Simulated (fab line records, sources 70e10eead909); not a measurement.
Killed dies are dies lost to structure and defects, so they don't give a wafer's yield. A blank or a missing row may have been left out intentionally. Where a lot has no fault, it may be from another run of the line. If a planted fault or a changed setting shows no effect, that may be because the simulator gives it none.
Matching of chambers    flow nand_harc    NHARC_P_M0_CMP_23 on cmp-02 has 4 sister chambers
The step polishes, t overpolish 20 s, target thk 117.53 nm. 8 wafers are shown with their chamber, then 9 later ones without.

## WAFERS WITH THEIR CHAMBER
wafer   chamber  motor_current_A (A)  retaining_ring_pressure_frac
L083.5  3        10.4                 1.004
L083.6  2        12.5                 1.001
L087.1  3        11.2                 0.999
L087.4  2        12.9                 0.992
L087.6  0        12.3                 1.004
L090.1  1        11.9                 1.000
L090.5  0        12.9                 0.994
L090.6  1        11.9                 1.002

## WAFERS WITHOUT THEIR CHAMBER
wafer   motor_current_A (A)  retaining_ring_pressure_frac
L092.1  11.1                 1.004
L092.5  11.3                 1.003
L092.6  13.1                 0.996
L094.2  12.5                 0.989
L094.3  11.7                 1.004
L094.6  12.4                 1.001
L096.3  11.9                 0.998
L096.4  10.7                 1.004
L096.6  12.5                 0.999

## WHICH CHAMBER EACH WENT THROUGH
wafer   from the rows above           in truth
L092.1  can't be placed: 3 or 1       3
L092.5  can't be placed: 3 or 1       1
L092.6  can't be placed: 2 or 0       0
L094.2  can't be placed: 2 or 0 or 1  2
L094.3  can't be placed: 1 or 3 or 0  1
L094.6  can't be placed: 0 or 2 or 1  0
L096.3  can't be placed: 1 or 0 or 2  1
L096.4  3                             3
L096.6  can't be placed: 0 or 2 or 1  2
1 of 9 placed correctly. Unplaceable from these rows: 8, with the true chamber sitting among the candidates in 8. Wrongly placed: 0.
How it was worked out, from the rows above alone: a wafer's distance from a chamber is the root of the sum, over the readings, of the square of ((its reading less the chamber's mean) divided by the reading's scatter). The wafer belongs to the nearest chamber; if the next one is less than 2 further off, it can't be placed. The mean given for a chamber averages the wafers shown for that chamber. The scatter: the root of (the sum of the squares of (reading less its chamber's mean) over the shown wafers, divided by (wafers less chambers)).
